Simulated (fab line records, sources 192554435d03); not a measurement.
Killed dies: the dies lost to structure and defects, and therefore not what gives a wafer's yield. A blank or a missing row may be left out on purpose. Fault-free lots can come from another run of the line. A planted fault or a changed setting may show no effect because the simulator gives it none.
fab line records :: flow n5-finfet
[record]
  lots = 4
  wafers = 12
  last-day = 17
route steps=1938 shown BEOL_M10@1527 BEOL_M11@1536 PASSIVATION@1936
lots untouched by any fault: they come from a run of this same line in which no faults occurred
start-h: hours from the record's opening day to when the first of the lot's shown wafers began :: wait-h: time in hours since the lot's previous step :: " the same as in the row above :: L1.1+2: a single row standing in for several wafers :: - no value, or no start given :: * or withheld: withheld :: < > ~ a bound
route shown NAME@n: a module of which the file shows steps, and the number in the route of the first :: usual: the fault-free wafers' mean and standard deviation :: same: alike in all rows :: chamber/n: place in a boat :: sites: the reading at each site :: _std_site: standard deviation across them :: _edge_site: outer sites' mean less inner sites' :: radius-mm: for every site, how far away it sits from the centre of the wafer :: mask NAME#n: copy n :: behind: the last tool/chamber to shape the wafer :: hold: why the lot was held/for how many hours/how that ended :: device: whichever transistor did not switch (one of n, p or np) :: end of line: at the end of the route, the tests of the same wafers :: step lacking rows: just its recipe :: killed: at the first sort, the dies lost to defects and structure; wafer yield is something else :: map: per-die view of a wafer (x killed, . not killed, _ where there is no die)
set.NAME: the setting the step ran with; set.NAME@STEP: the setting that earlier step ran with :: model.NAME: the simulator's own value behind a step, which no gauge read
certain route steps with their lots: each step a table, each wafer a row
services: the hour from which a tool's chamber was out of use, counted from the record's first day as start-h (under 0 if before that day), plus the number of hours and why
[[steps]]
[step N5_BEOL_M10_SPUTTER_48]
[recipe]
  material = Cu
  target-thk-a = 120
  temp-c = -20
  bias-v = 60
  power-w = 26000
  chamber-pressure-pa = 0.13
  time-s = 2
[step N5_BEOL_M10_ECD_50]
[recipe]
  material = Cu
  target-thk-a = 3180
[step N5_BEOL_M10_ANNEAL_51]
[recipe]
  temp-c = 225
  time-s = 90
  ambient = N2
[step N5_BEOL_M10_CMP_52]
[recipe]
  stop-on = SiCOH_lowk
  t-overpolish-s = 7
  down-force-psi = 1
  platen-rpm = 50
  clearing-platen-down-force-psi = 1.5
  clearing-platen-rpm = 50
  post-cmp-clean = cu-alkaline
  target-thk-nm = 140
  clearing-platen-pad-velocity-m-s = 0.99484
  pad-velocity-m-s = 0.99484
[step N5_BEOL_M10_PRE_CLEAN_55]
[recipe]
  gas = NH3
  time-s = 15
  temp-c = withheld
  rf-power-w = 300
[step N5_BEOL_M10_DEP_56]
[recipe]
  material = SiCN
  target-thk-a = 150
  temp-c = withheld
  precursor = 3MS/NH3
  pressure-torr = 3
  rf-w = 202
  time-s = 26.5
[step N5_BEOL_M11_ILD_DEP_00]
[recipe]
  material = SiCOH_lowk
  target-thk-a = 3085.1
  temp-c = 300
  precursor = DEMS/porogen
  pressure-torr = 5
  rf-w = 500
  time-s = 58
[step N5_BEOL_M11_CURE_71]
[recipe]
  temp-c = 385
  time-s = 240
  ambient = He/Ar
  material = SiCOH_lowk
[step N5_BEOL_M11_PECVD_70]
[recipe]
  material = SiO2
  target-thk-a = 200
  temp-c = 400
  precursor = TEOS/O2
  pressure-torr = 5.5
  rf-w = 450
  teos-flow-sccm = 53.8
  gas = O2
  flow-sccm = 3000
  time-s = 22.7
[usual]
  chamber-pressure-Torr = 5.500/0.011
  heater-power-w = 720/130
  showerhead-plenum-p-Torr = 8.79/0.037
  throttle-valve-pct = 21.9/1.1
lot.wafer: L745.1
tool: pecvd-01
chamber: 2
start-h: 292.08
wait-h: 0.0
chamber-pressure-Torr: 5.498
heater-power-w: 825
showerhead-plenum-p-Torr: 8.79
throttle-valve-pct: 20.9

lot.wafer: L745.2
tool: pecvd-01
chamber: 1
start-h: 292.08
wait-h: 0.0
chamber-pressure-Torr: 5.488
heater-power-w: 572
showerhead-plenum-p-Torr: 8.79
throttle-valve-pct: 23.3

lot.wafer: L745.4
tool: pecvd-01
chamber: 0
start-h: 292.08
wait-h: 0.0
chamber-pressure-Torr: 5.481
heater-power-w: 1012
showerhead-plenum-p-Torr: 8.81
throttle-valve-pct: 20.6

lot.wafer: L752.1
tool: pecvd-01
chamber: 0
start-h: 338.97
wait-h: 0.0
chamber-pressure-Torr: 5.502
heater-power-w: 863
showerhead-plenum-p-Torr: 8.82
throttle-valve-pct: 20.5

lot.wafer: L752.5
tool: pecvd-01
chamber: 2
start-h: 338.97
wait-h: 0.0
chamber-pressure-Torr: 5.480
heater-power-w: 818
showerhead-plenum-p-Torr: 8.81
throttle-valve-pct: 21.2

lot.wafer: L752.6
tool: pecvd-01
chamber: 1
start-h: 338.97
wait-h: 0.0
chamber-pressure-Torr: 5.500
heater-power-w: 546
showerhead-plenum-p-Torr: 8.80
throttle-valve-pct: 23.4

lot.wafer: L754.1
tool: pecvd-01
chamber: 1
start-h: 358.32
wait-h: 0.0
chamber-pressure-Torr: 5.492
heater-power-w: 496
showerhead-plenum-p-Torr: 8.79
throttle-valve-pct: 23.1

lot.wafer: L754.4
tool: pecvd-01
chamber: 2
start-h: 358.32
wait-h: 0.0
chamber-pressure-Torr: 5.516
heater-power-w: 835
showerhead-plenum-p-Torr: 8.80
throttle-valve-pct: 21.3

lot.wafer: L754.6
tool: pecvd-01
chamber: 0
start-h: 358.32
wait-h: 0.0
chamber-pressure-Torr: 5.499
heater-power-w: 909
showerhead-plenum-p-Torr: 8.81
throttle-valve-pct: 20.7

lot.wafer: L756.1
tool: pecvd-03
chamber: 1
start-h: 364.04
wait-h: 0.0
chamber-pressure-Torr: 5.488
heater-power-w: 835
showerhead-plenum-p-Torr: 8.79
throttle-valve-pct: 22.8

lot.wafer: L756.2
tool: pecvd-03
chamber: 0
start-h: 364.04
wait-h: 0.0
chamber-pressure-Torr: 5.493
heater-power-w: 764
showerhead-plenum-p-Torr: 8.77
throttle-valve-pct: 23.2

lot.wafer: L756.4
tool: pecvd-03
chamber: 1
start-h: 364.04
wait-h: 0.0
chamber-pressure-Torr: 5.478
heater-power-w: 836
showerhead-plenum-p-Torr: 8.80
throttle-valve-pct: 22.8
[step N5_BEOL_M11_HM_DEP_02]
[recipe]
  material = TiN
  target-thk-a = 200
  temp-c = 25
  chamber-pressure-pa = 0.49996
[step N5_BEOL_M11_COAT_59]
[recipe]
  resist = SOC
  temp-c = 250
  time-s = 60
  spin-rpm = 1500
  resist-thk-nm = 100
[step N5_BEOL_M11_COAT_60]
[recipe]
  resist = SiARC
  temp-c = 220
  time-s = 60
  spin-rpm = 1500
  resist-thk-nm = 30
[step N5_BEOL_M11_COAT_05]
[recipe]
  resist = CAR-ArF
  spin-rpm = 1500
  resist-thk-nm = 90
[step N5_BEOL_M11_EBR_07]
[recipe]
  solvent = PGMEA
  ebr-width-mm = 1.5
[step N5_BEOL_M11_SOFTBAKE_06]
[recipe]
  temp-c = 110
  time-s = 60
  resist = CAR-ArF
[step N5_BEOL_M11_EXPOSE_08]
[recipe]
  mask-id = M11
  na = 1.35
  source-shape = dipole
  sigma-inner = 0.411
  sigma-outer = 0.611
  polarization = te
  dose-mj = 53.75
[step N5_BEOL_M11_PEB_09]
[recipe]
  peb-temp-c = withheld
  peb-time-s = 60
  resist = CAR-ArF
[step N5_BEOL_M11_DEVELOP_10]
[recipe]
  develop-time-s = 30
  developer = TMAH
  resist = CAR-ArF
  rinse-liquid = diw
  dry = air-spin
  dev-temp-c = 23
[step N5_BEOL_M11_INSPECT_13]
[recipe]
  mode = adi
  inspect-instrument = brightfield
[usual]
  raw-defect-count = 365/76
lot.wafer: L745.1
tool: defect-inspect-02
chamber: -
start-h: 293.39
wait-h: 0.0
raw-defect-count: 582

lot.wafer: L745.2
tool: defect-inspect-02
chamber: -
start-h: 293.39
wait-h: 0.0
raw-defect-count: 455

lot.wafer: L745.4
tool: defect-inspect-02
chamber: -
start-h: 293.39
wait-h: 0.0
raw-defect-count: 353

lot.wafer: L752.1
tool: defect-inspect-02
chamber: -
start-h: 341.05
wait-h: 0.0
raw-defect-count: 431

lot.wafer: L752.5
tool: defect-inspect-02
chamber: -
start-h: 341.05
wait-h: 0.0
raw-defect-count: 1625

lot.wafer: L752.6
tool: defect-inspect-02
chamber: -
start-h: 341.05
wait-h: 0.0
raw-defect-count: 348

lot.wafer: L754.1
tool: defect-inspect-02
chamber: -
start-h: 361.07
wait-h: 0.0
raw-defect-count: 248

lot.wafer: L754.4
tool: defect-inspect-02
chamber: -
start-h: 361.07
wait-h: 0.0
raw-defect-count: 1525

lot.wafer: L754.6
tool: defect-inspect-02
chamber: -
start-h: 361.07
wait-h: 0.0
raw-defect-count: 342

lot.wafer: L756.1
tool: defect-inspect-01
chamber: -
start-h: 365.34
wait-h: 0.0
raw-defect-count: 366

lot.wafer: L756.2
tool: defect-inspect-01
chamber: -
start-h: 365.34
wait-h: 0.0
raw-defect-count: 200

lot.wafer: L756.4
tool: defect-inspect-01
chamber: -
start-h: 365.34
wait-h: 0.0
raw-defect-count: 339
[step N5_BEOL_M11_DESCUM_16]
[recipe]
  chemistry = O2
  time-s = 7.9
  source-power-w = 50
  bias-power-w = 20
  pressure-mtorr = 20
  rf-frequency-hz = 2.712e+07
  temp-c = 40
  resist = CAR-ArF
  o2-flow-sccm = 225
[step N5_PASSIVATION_PROBE_49]
[usual]
  defect-limited-yield = 91.2/1.5
  killed_at_M0_to_M3 = 36/10
  killed_at_M4_up = 13/6
  killed-at-contacts = 11/5.2
  killed-at-front-end = 40/11
  killed-at-other = 3.1/2.9
  killed-dies = 104/17
  killed-open = 66/12
  killed-short = 34/7.7
  sort_bin_5_function = 5.1/0.91
  sort_bin_6_memory = 3.2/0.67
  sort-n-pass = 1076/17
  sort-yield-pct = 91.2/1.5
[same]
  gross-dies = 1180
  killed-at-back-side = 0
  sort_bin_4_leakage[%] = 0
  sort_bin_8_speed[%] = 0
lot.wafer: L752.5
tool: prober-01
chamber: -
start-h: 388.87
wait-h: 0.2
defect-limited-yield[%]: 79.0
killed_at_M0_to_M3: 36
killed_at_M4_up: 151
killed-at-contacts: 9
killed-at-front-end: 49
killed-at-other: 3
killed-dies: 248
killed-open: 52
killed-short: 34
sort_bin_5_function[%]: 12.1
sort_bin_6_memory[%]: 3.4
sort-n-pass: 932
sort-yield-pct[%]: 79.0

lot.wafer: L754.4
tool: prober-01
chamber: -
start-h: 404.02
wait-h: 0.2
defect-limited-yield[%]: 78.1
killed_at_M0_to_M3: 42
killed_at_M4_up: 171
killed-at-contacts: 12
killed-at-front-end: 32
killed-at-other: 2
killed-dies: 259
killed-open: 66
killed-short: 35
sort_bin_5_function[%]: 12.2
sort_bin_6_memory[%]: 5.2
sort-n-pass: 921
sort-yield-pct[%]: 78.1
// killed by level:class
L752.5 BEOL_M11:unspecified=145 FIN_SAQP:geometric-particle:short=13 BEOL_M0_SAQP:geometric-particle:open=13 FIN_SAQP:geometric-particle:open=12 BEOL_M0_SAQP:geometric-particle:short=12 HKMG_FIN:area-etch=12 MOL_CONTACT_COAG:geometric-particle:open=7 BEOL_M2:geometric-particle:open=6
L754.4 BEOL_M11:unspecified=154 BEOL_M2:geometric-particle:open=13 MOL_CONTACT_COAG:geometric-particle:open=11 BEOL_M0_SAQP:geometric-particle:short=10 FIN_SAQP:geometric-particle:open=9 FIN_SAQP:geometric-particle:short=6 BEOL_M3:geometric-particle:open=6 BEOL_M4:geometric-particle:open=5
// map L752.5 (x killed, . not)
_________________............________________
______________..........x......._____________
___________...x.................xx.__________
__________........x.........x......._________
________xxx........x...x.............._______
_______...............x..xxx..x..x..x..______
______....................xx.xx...x...x._____
_____x..x............x..xxxxxxxxxx.......____
____....x.......x....xxxxxxxxxxxxx.xx.....___
___...................xxxxxxxxxxxxx........__
___........x.....x....xxxxxxxxxxxxxx.......__
__.x.......x...xxx....xxxxxxxxxxxxxx........_
__...x....x...........xxxxxxxxxxxxxxx......x_
_..............x.....xxxxxxxxxxxxxxx...x.....
_...............x...x..xxxxxxxxxxxx.......x..
_.....x............x.xxxxxxxxxxxxxxx.....x...
_x.....x.............x...xxxxxxxxx...........
_........................x..xxx.xxx.........x
_x..............x.....x......x......x....x...
_.....x..............x...x......x....xx......
_.................x...x........x.............
__.x...........................xx.x........._
__.................x...................x...._
___............x...........................__
___x..x...x..x........x.x..........x.......__
____...............x.x..x......x........x.___
_____..............................x.....____
______.x....x..x........................_____
_______..................x.......x.....______
________x..x..........x..x.x...x......_______
__________..x..x...................._________
___________........................__________
______________..x.....x....x..x._____________
_________________x.....xxxx.x________________
// map L754.4 (x killed, . not)
_________________............________________
______________...........x.x...._____________
___________........x....x..........__________
__________...x...x............x.x.x._________
________................x........x...._______
_______........x........xx.x.x.x.....xx______
______....x........x....xxxxxxx.xx.....x_____
_____....x.x..........xxxxxxxxxx...x....x____
____...xx..x..........xxxxxxxxxxxxx.x.....___
___.................xx.xxxxxxxxxxx.xx......__
___.x......xx......xx.xxxxxxxxxxxxxxx......__
__......x....xx......xxxxxxxxxxxxxxxx....x.._
__..x.............x.xxxxxxxxxxxxxxxx..x..x.._
_.....................xxxxxxxxxxxxxx.........
_...........xx....xx..xxxxxxxxxxxxxx.x......x
_..................x.x.xxxxxxxxxx.x.x.......x
_............x....x...x.xxxxxx.xxx...x....x..
_............x..x.........xxxx.x.............
_...........x...............x.xx.....xx......
_..............x.......................x.....
_......x............x...........xx...........
__..x..........................x............_
__.....x...x....................xx.........._
___.....x.................x.x....x......x.x__
___.......x...x......x......x..............__
____......xx...x....xx.x................x.___
_____....................x.......xx......____
______..........x.....x................._____
_______..............x..x............x.______
________.........xx.......x..........._______
__________x....................x..x._________
___________.....................x..__________
______________..........x......._____________
_________________...x........________________
[[services]]
tool: pecvd-01
chamber: -
start-h: 318.31
hours: 6.0
kind: pm

tool: pecvd-03
chamber: 0
start-h: 330.27
hours: 10.9
kind: repair
[[key]]
[first-sign]
  step = N5_BEOL_M11_INSPECT_13
  reading = raw-defect-count
  direction = up
  sigmas = 16
  usual = 365
  struck = 1575
[effect]
  step = N5_PASSIVATION_PROBE_49
  reading = killed_at_M4_up
  direction = up
  sigmas = 24
  usual = 13
  struck = 161
[more-kills-born-at]
  N5_BEOL_M11_PECVD_70@pecvd-01 = 299
met-at N5_BEOL_M11_PECVD_70
struck-wafers L752.5,L754.4
[baseline-loss]
  step = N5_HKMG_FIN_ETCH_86
  wafers = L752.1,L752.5
onset-between 292.08 338.97
[fault]
  kind = chamber-particle-source
  tool = pecvd-01
  chamber = 2
  onset-h = 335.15
  steps = N5_BEOL_M11_PECVD_70
  rate-per-visit-cm2 = 1.9099
  end-h = 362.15
// baseline-loss: these wafers lose ten dies or more at that step, a loss of the line's own and not of a fault; the sort's usual values leave them out
